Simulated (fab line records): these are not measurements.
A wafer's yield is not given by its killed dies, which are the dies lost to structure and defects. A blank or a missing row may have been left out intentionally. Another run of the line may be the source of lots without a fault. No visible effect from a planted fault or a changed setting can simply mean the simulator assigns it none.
fab line records    flow n5_finfet
[record] lots = 9  wafers = 27  last_day = 17
route steps=1938 shown BEOL_M8@1371 BEOL_M9@1401
lots untouched by any fault: they come from a run of this same line in which no faults occurred
start_h: the number of hours between the record's first day and the start of the first shown wafer of the lot    wait_h: how many hours have passed since the lot's step before this one    " the same as in the row above    L1.1+2: several wafers, shown together as one row    - no value present, or no start provided    * or withheld: withheld    < > ~ a bound
route shown NAME@n: a module of which the file shows steps, and the number in the route of the first    usual: mean/standard deviation taken from wafers without a fault    same: alike in all rows    chamber/n: place in a boat    sites: readings site by site    _std_site: the values' standard deviation    _edge_site: the outer-site mean with the inner-site mean subtracted    radius_mm: for every site, how far away it sits from the centre of the wafer    mask NAME#n: copy n    behind: the most recent tool/chamber to have shaped the wafer    hold: the reason the lot was held/the length of the hold in hours/how it ended    device: which transistor (n, p or np) failed to switch    end of line: tests of these same wafers at the route's end    for a step that has no rows: nothing shown but its recipe    killed: count of dies lost to structure and defects at first sort (not the wafer's yield)    map: shows each die of a wafer: x if killed, . if not, _ if none is there
set.NAME: the setting as run; set.NAME@STEP: as run at that earlier step    model.NAME: the simulator's own value behind a step, which no gauge read
route steps across a sampled set of lots; one table per step, one row per wafer
services: a tool's chamber out of use, with start hour (start_h, from the record's first day; less than 0 if before it), hours out, and reason
[[steps]]
[step N5_BEOL_M8_ETCH_66]
[recipe] chemistry = N2/H2  target = SOC  target_depth_a = 800  overetch_a = 160  mask_material = SiARC  temp_c = 40  time_s = 120  ion_energy_ev = 200  pressure_mtorr = 30  source_w = 840  bias_w = 150  n2_flow_sccm = 200  h2_flow_sccm = 200
[usual] drypump_motor_current_A = 6.0/0.43  oes_product_au = 0.63/0.066  rf_fwd_power_W = 836/3.1  rf_vpp_V = 524.2/2.7  showerhead_plenum_p_Torr = 2.55/0.098  throttle_valve_pct = 17.69/0.26
lot.wafer  tool         chamber  start_h  wait_h  drypump_motor_current_A  oes_product_au  rf_fwd_power_W  rf_hours_counter_h  rf_vpp_V  showerhead_plenum_p_Torr  throttle_valve_pct
L339.2     rie_diel-06  1        215.56   0.0     5.8                      0.62            835             104                 521.6     2.46                      17.66
L339.3     "            0        "        "       6.4                      0.57            834             148                 523.8     2.56                      17.79
L339.6     "            2        "        "       4.9                      0.55            838             -                   523.6     2.52                      18.05
L340.1     rie_diel-06  0        244.18   0.0     6.3                      0.57            835             158                 526.7     2.55                      17.81
L340.3     "            2        "        "       4.9                      0.55            837             238                 522.7     2.52                      18.06
L340.6     "            2        "        "       4.9                      0.54            834             -                   523.0     2.52                      18.08
L343.1     rie_diel-02  1        253.98   0.0     6.4                      0.62            837             83                  525.2     2.56                      17.70
L343.5     "            2        "        "       5.9                      0.74            839             -                   522.9     2.48                      17.27
L343.6     "            1        "        "       6.3                      0.62            837             -                   523.6     2.56                      17.71
L344.1     rie_diel-06  0        257.38   0.0     6.4                      0.56            838             164                 523.8     2.55                      17.84
L344.3     "            2        "        "       4.9                      0.55            828             243                 522.7     2.51                      18.08
L344.5     "            0        "        "       6.4                      0.56            834             -                   523.4     2.55                      17.82
L346.2     rie_diel-02  1        257.50   0.0     6.3                      0.63            838             84                  525.0     2.56                      17.70
L346.3     "            3        "        "       6.8                      0.75            836             0                   523.7     2.48                      17.73
L346.4     "            2        "        "       5.9                      0.74            837             9                   522.9     2.47                      17.28
L347.1     rie_diel-02  1        261.31   0.0     6.4                      0.61            841             86                  524.6     2.56                      17.70
L347.5     "            1        "        "       6.4                      0.62            836             -                   526.1     2.56                      17.70
L347.6     "            2        "        "       5.9                      0.73            835             -                   522.3     2.47                      17.29
L350.1     rie_diel-02  0        289.22   0.0     5.8                      0.54            839             223                 520.3     2.39                      17.67
L350.3     "            1        "        "       6.3                      0.62            838             97                  524.8     2.56                      17.72
L350.6     "            2        "        "       5.9                      0.72            829             -                   522.8     2.47                      17.31
L352.1     rie_diel-02  3        302.21   0.0     6.8                      0.70            831             15                  523.7     2.47                      17.76
L352.4     "            2        "        "       5.9                      0.71            834             25                  522.8     2.47                      17.31
L352.5     "            3        "        "       6.8                      0.69            830             -                   522.8     2.47                      17.75
L358.2     rie_diel-04  3        325.73   0.0     5.8                      0.66            841             40                  529.0     2.70                      17.20
L358.3     "            0        "        "       5.9                      0.62            830             91                  526.6     2.69                      18.19
L358.6     "            2        "        "       6.0                      0.60            838             -                   526.6     2.65                      17.87
[step N5_BEOL_M8_VIA_ETCH_34]
[recipe] chemistry = C4F6/O2  target = SiCOH_lowk  target_depth_a = 1255  mask_material = SOC  taper_deg = 4  time_s = 50.5  ion_energy_ev = 250  pressure_mtorr = 30  source_w = 345  bias_w = 185  Ar_flow_sccm = 300  C4F6_flow_sccm = 10  O2_flow_sccm = 10
[usual] drypump_motor_current_A = 6.0/0.43  mfc_ar_sccm = 300.0/0.9  oes_product_au = 0.81/0.094  rf_fwd_power_W = 341.8/1.6  rf_vpp_V = 660/15  showerhead_plenum_p_Torr = 2.86/0.099  throttle_valve_pct = 20.80/0.19
lot.wafer  tool         chamber  start_h  wait_h  drypump_motor_current_A  mfc_ar_sccm  oes_product_au  rf_fwd_power_W  rf_hours_counter_h  rf_vpp_V  showerhead_plenum_p_Torr  throttle_valve_pct
L339.2     rie_diel-06  1        215.66   0.0     5.7                      299.5        0.78            338.7           104                 660       2.76                      20.69
L339.3     "            0        "        "       6.4                      299.7        0.74            340.2           148                 669       2.86                      20.76
L339.6     "            2        "        "       4.9                      301.0        0.70            338.9           -                   643       2.81                      20.89
L340.1     rie_diel-06  0        244.28   0.0     6.4                      299.0        0.72            341.4           158                 668       2.85                      20.76
L340.3     "            2        "        "       4.9                      300.2        0.70            340.2           238                 643       2.81                      20.91
L340.6     "            2        "        "       4.9                      300.3        0.70            339.6           -                   643       2.81                      20.91
L343.1     rie_diel-02  1        254.08   0.0     6.3                      300.5        0.81            342.9           83                  637       2.91                      21.08
L343.5     "            2        "        "       5.9                      301.1        0.99            342.8           -                   665       2.83                      20.79
L343.6     "            1        "        "       6.3                      298.7        0.81            345.6           -                   638       2.91                      21.06
L344.1     rie_diel-06  0        257.48   0.0     6.4                      300.8        0.73            340.1           164                 667       2.85                      20.77
L344.3     "            2        "        "       4.9                      298.4        0.70            341.1           243                 645       2.81                      20.93
L344.5     "            0        "        "       6.4                      301.1        0.72            340.6           -                   668       2.85                      20.78
L346.2     rie_diel-02  1        257.60   0.0     6.3                      299.8        0.80            343.4           84                  637       2.91                      21.07
L346.3     "            3        "        "       6.8                      300.0        0.97            340.5           0                   687       2.80                      20.94
L346.4     "            2        "        "       5.9                      300.4        0.97            343.1           9                   664       2.83                      20.79
L347.1     rie_diel-02  1        261.41   0.0     6.3                      299.8        0.80            343.0           86                  636       2.90                      21.07
L347.5     "            1        "        "       6.3                      298.5        0.81            342.4           -                   636       2.90                      21.07
L347.6     "            2        "        "       5.9                      300.5        0.97            343.4           -                   664       2.83                      20.82
L350.1     rie_diel-02  0        289.32   0.0     5.8                      299.1        0.68            343.5           223                 655       2.67                      20.62
L350.3     "            1        "        "       6.3                      300.7        0.78            342.2           97                  636       2.90                      21.10
L350.6     "            2        "        "       5.9                      299.9        0.93            341.5           -                   665       2.83                      20.83
L352.1     rie_diel-02  3        302.31   0.0     6.8                      300.9        0.90            339.7           15                  689       2.79                      20.98
L352.4     "            2        "        "       5.9                      301.9        0.93            341.4           25                  664       2.82                      20.84
L352.5     "            3        "        "       6.8                      298.7        0.91            339.7           -                   687       2.79                      20.98
L358.2     rie_diel-04  3        325.83   0.0     5.8                      300.9        0.90            344.5           40                  653       3.02                      20.31
L358.3     "            0        "        "       5.9                      299.6        0.80            342.5           91                  663       2.94                      20.89
L358.6     "            2        "        "       6.0                      300.1        0.78            341.0           -                   656       2.96                      20.88
[step N5_BEOL_M8_STRIP_36]
[recipe] chemistry = N2/H2  power_w = 450  temp_c = 40  pressure_mtorr = 20  rf_frequency_hz = 6e+07  overash_fraction = 0.3  bias_power_w = 7  h2_frac = 0.5  n2_flow_sccm = 200  h2_flow_sccm = 200
[usual] drypump_motor_current_A = 6.0/0.43  oes_product_au = 0.82/0.095  rf_vpp_V = 59.1/1.5  showerhead_plenum_p_Torr = 2.54/0.098  throttle_valve_pct = 23.5/0.39
lot.wafer  tool         chamber  start_h  wait_h  drypump_motor_current_A  oes_product_au  rf_hours_counter_h  rf_vpp_V  showerhead_plenum_p_Torr  throttle_valve_pct
L339.2     rie_diel-06  1        215.71   0.0     5.8                      0.80            104                 57.5      2.45                      23.5
L339.3     "            0        "        "       6.4                      0.73            148                 59.7      2.55                      23.7
L339.6     "            2        "        "       4.9                      0.70            -                   56.9      2.52                      24.1
L340.1     rie_diel-06  0        244.33   0.0     6.4                      0.72            158                 59.7      2.55                      23.8
L340.3     "            2        "        "       4.9                      0.69            238                 56.4      2.51                      24.2
L340.6     "            2        "        "       4.9                      0.70            -                   56.2      2.51                      24.2
L343.1     rie_diel-02  1        254.13   0.0     6.4                      0.80            83                  57.9      2.56                      23.5
L343.5     "            2        "        "       5.8                      0.98            -                   56.7      2.47                      23.0
L343.6     "            1        "        "       6.3                      0.81            -                   61.4      2.56                      23.5
L344.1     rie_diel-06  0        257.53   0.0     6.4                      0.72            164                 60.8      2.55                      23.7
L344.3     "            2        "        "       4.9                      0.69            243                 57.6      2.51                      24.2
L344.5     "            0        "        "       6.4                      0.73            -                   61.1      2.55                      23.7
L346.2     rie_diel-02  1        257.65   0.0     6.3                      0.81            84                  60.9      2.56                      23.5
L346.3     "            3        "        "       6.8                      1.00            0                   57.4      2.48                      23.5
L346.4     "            2        "        "       5.9                      0.98            9                   60.5      2.47                      23.0
L347.1     rie_diel-02  1        261.46   0.0     6.3                      0.80            87                  59.5      2.55                      23.5
L347.5     "            1        "        "       6.4                      0.81            -                   58.9      2.56                      23.5
L347.6     "            2        "        "       5.8                      0.95            -                   61.9      2.47                      23.0
L350.1     rie_diel-02  0        289.37   0.0     5.8                      0.69            223                 58.9      2.39                      23.3
L350.3     "            1        "        "       6.3                      0.77            97                  56.0      2.55                      23.5
L350.6     "            2        "        "       5.9                      0.92            -                   55.6      2.47                      23.0
L352.1     rie_diel-02  3        302.37   0.0     6.8                      0.92            15                  57.6      2.47                      23.5
L352.4     "            2        "        "       5.8                      0.93            25                  57.1      2.46                      23.0
L352.5     "            3        "        "       6.8                      0.92            -                   60.3      2.47                      23.5
L358.2     rie_diel-04  3        325.89   0.0     5.8                      0.90            40                  58.8      2.70                      22.8
L358.3     "            0        "        "       5.9                      0.80            91                  59.6      2.68                      24.2
L358.6     "            2        "        "       6.0                      0.77            -                   59.3      2.65                      23.8
[step N5_BEOL_M9_ILD_DEP_00]
[recipe] material = SiCOH_lowk  target_thk_a = 3085.1  temp_c = 300  precursor = DEMS/porogen  pressure_torr = 5  rf_w = 500  time_s = 58
[usual] heater_power_w = 325/51  rf_fwd_power_W = 496.2/1.6  showerhead_plenum_p_Torr = 5.741/0.017  susceptor_temp_C = 300.01/0.16  throttle_valve_pct = 13.7/0.75
lot.wafer  tool      chamber  start_h  wait_h  heater_power_w  rf_fwd_power_W  showerhead_plenum_p_Torr  since_wet_clean_h  susceptor_temp_C  throttle_valve_pct
L339.2     pecvd-04  0        218.53   0.0     328             496.5           5.741                     1104               300.03            14.5
L339.3     "         2        "        "       330             495.4           5.722                     350                300.17            12.6
L339.6     "         2        "        "       354             496.2           5.744                     -                  299.92            12.4
L340.1     pecvd-01  1        247.97   0.0     362             493.6           5.736                     1677               299.85            14.0
L340.3     "         0        "        "       270             493.4           5.735                     952                300.00            13.6
L340.6     "         0        "        "       269             495.1           5.732                     -                  299.95            14.1
L343.1     pecvd-03  1        257.64   0.0     331             496.4           5.755                     1505               299.84            15.2
L343.5     "         0        "        "       289             497.1           5.789                     -                  300.05            13.4
L343.6     "         2        "        "       230             495.5           5.741                     -                  299.92            13.1
L344.1     pecvd-04  2        259.91   0.0     395             493.5           5.736                     391                299.88            12.5
L344.3     "         1        "        "       315             497.2           5.719                     1870               300.11            14.2
L344.5     "         1        "        "       325             498.2           5.729                     -                  300.32            13.8
L346.2     pecvd-04  2        262.16   0.0     328             494.8           5.740                     393                300.16            12.5
L346.3     "         0        "        "       361             495.5           5.750                     1147               299.96            14.0
L346.4     "         1        "        "       284             499.6           5.715                     -                  300.05            14.2
L347.1     pecvd-04  2        264.56   0.0     365             496.1           5.747                     396                300.19            12.4
L347.5     "         2        "        "       384             497.2           5.730                     -                  300.39            12.5
L347.6     "         1        "        "       283             496.5           5.730                     -                  300.00            14.2
L350.1     pecvd-04  0        291.80   0.0     411             495.9           5.743                     1177               300.03            14.4
L350.3     "         1        "        "       282             496.5           5.720                     1902               300.12            14.1
L350.6     "         2        "        "       355             495.1           5.750                     -                  300.01            12.6
L352.1     pecvd-04  1        305.23   0.0     268             496.8           5.730                     1915               299.93            13.9
L352.4     "         2        "        "       378             493.5           5.733                     -                  300.05            12.6
L352.5     "         0        "        "       422             496.2           5.727                     -                  299.84            14.2
L358.2     pecvd-03  1        329.95   0.0     306             499.0           5.741                     1578               299.96            14.8
L358.3     "         1        "        "       311             496.1           5.730                     -                  300.08            14.9
L358.6     "         1        "        "       316             497.7           5.745                     -                  300.04            14.6
[step N5_BEOL_M9_THK_MEAS_01]
[recipe] reads = SiCOH_lowk_of_BEOL_M9_ILD_DEP_00
[usual] M9_ILD_THK = 269/3.8
lot.wafer  tool           chamber  start_h  wait_h  M9_ILD_THK[nm]
L339.2     film_metro-02  -        219.12   0.4     272
L339.3     "              -        "        "       269
L339.6     "              -        "        "       271
L340.1     film_metro-02  -        248.69   0.4     263
L340.3     "              -        "        "       264
L340.6     "              -        "        "       271
L343.1     film_metro-02  -        258.71   0.8     268
L343.5     "              -        "        "       274
L343.6     "              -        "        "       273
L344.1     film_metro-01  -        260.50   0.4     272
L344.3     "              -        "        "       267
L344.5     "              -        "        "       271
L346.2     film_metro-01  -        263.23   0.7     275
L346.3     "              -        "        "       271
L346.4     "              -        "        "       274
L347.1     film_metro-02  -        265.16   0.4     271
L347.5     "              -        "        "       275
L347.6     "              -        "        "       273
L350.1     film_metro-02  -        292.39   0.4     262
L350.3     "              -        "        "       262
L350.6     "              -        "        "       302
L352.1     film_metro-01  -        305.82   0.4     267
L352.4     "              -        "        "       302
L352.5     "              -        "        "       301
L358.2     film_metro-01  -        330.67   0.4     265
L358.3     "              -        "        "       267
L358.6     "              -        "        "       267
[[services]]
tool         chamber  start_h  hours  kind
rie_diel-06  -        195.09   0.2    repair
pecvd-03     2        202.38   -      clean
pecvd-03     2        202.38   -      consumable_replace:showerhead
pecvd-03     2        202.38   29.0   scheduled_down
pecvd-03     2        202.38   29.0   vent_cycle
rie_diel-02  2        211.37   -      clean
rie_diel-02  2        211.37   -      consumable_replace:focus_ring
rie_diel-02  2        211.37   23.8   scheduled_down
rie_diel-02  2        211.37   23.8   vent_cycle
pecvd-03     -        227.45   0.9    repair
rie_diel-02  3        235.38   -      clean
rie_diel-02  3        235.38   -      consumable_replace:focus_ring
rie_diel-06  2        274.97   -      clean
rie_diel-06  2        274.97   -      consumable_replace:focus_ring
rie_diel-06  2        274.97   20.6   scheduled_down
rie_diel-06  2        274.97   20.6   vent_cycle
rie_diel-06  -        279.75   0.6    repair
pecvd-03     2        281.80   4.3    repair
pecvd-03     -        307.84   0.5    repair
pecvd-03     0        320.29   13.8   repair
[[key]]
[first_sign] step = N5_BEOL_M9_THK_MEAS_01  reading = M9_ILD_THK  direction = up  sigmas = 8.4  usual = 269  struck = 301
effect none on later readings
met_at N5_BEOL_M9_ILD_DEP_00
struck_lots L350,L352
struck_wafers L350.6,L352.4,L352.5
not_acting_at N5_BEOL_M8_ETCH_66,N5_BEOL_M8_VIA_ETCH_34,N5_BEOL_M8_STRIP_36
onset_between 264.56 291.80
[fault] kind = process_parameter_drift  tool = pecvd-04  chamber = -  onset_h = 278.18  steps = N5_BEOL_M9_ILD_DEP_00  channel = target_thk_a  offset = *  shape = step  end_h = 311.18  scope = struck_wafers_only  acts_in = *  stated = *
